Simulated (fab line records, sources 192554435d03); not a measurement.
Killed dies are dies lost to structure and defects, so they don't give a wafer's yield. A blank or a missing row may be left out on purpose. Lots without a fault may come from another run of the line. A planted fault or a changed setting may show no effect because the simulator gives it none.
Chamber matching | flow n5_finfet | N5_GATE_CUT_SAC_CAP_01 on ald_sin-03: 4 sister chambers
The step material SiNx, target thk 24 nm, pulse time 1 s, ald cycles 480. 4 wafers are shown with their chamber, then 12 later ones without.

WAFERS WITH THEIR CHAMBER
wafer  | chamber | heater_power_w (W)
L077.5 | 1       | 790
L083.1 | 2       | 804
L083.3 | 0       | 1020
L083.4 | 3       | 764

WAFERS WITHOUT THEIR CHAMBER
wafer  | heater_power_w (W)
L085.1 | 803
L085.2 | 778
L085.6 | 794
L087.1 | 773
L087.2 | 998
L087.3 | 782
L087.4 | 817
L087.5 | 771
L087.6 | 1013
L096.1 | 787
L096.2 | 727
L096.4 | 794

WHICH CHAMBER EACH WENT THROUGH
wafer  | from the rows above          | in truth
L085.1 | can't be placed: 2 or 1      | 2
L085.2 | can't be placed: 1 or 3 or 2 | 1
L085.6 | can't be placed: 1 or 2 or 3 | 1
L087.1 | can't be placed: 3 or 1 or 2 | 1
L087.2 | 0                            | 0
L087.3 | can't be placed: 1 or 3 or 2 | 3
L087.4 | can't be placed: 2 or 1      | 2
L087.5 | can't be placed: 3 or 1 or 2 | 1
L087.6 | 0                            | 0
L096.1 | can't be placed: 1 or 2 or 3 | 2
L096.2 | can't be placed: 3 or 1      | 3
L096.4 | can't be placed: 1 or 2 or 3 | 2
Placed correctly: 2 of 12. Can't be placed from these rows: 10 (the true chamber is among the candidates in 10). Placed wrongly: 0.
How it was worked out, from the rows above alone: a wafer's distance from a chamber is the root of the sum, over the readings, of the square of ((its reading less the chamber's mean) divided by the reading's scatter). The wafer belongs to the nearest chamber; if the next one is less than 2 further off, it can't be placed. A chamber's mean is the mean of its shown wafers. The scatter: with one shown wafer a chamber, the root of the mean of the squares of how far each hidden wafer lies from its nearest shown one.
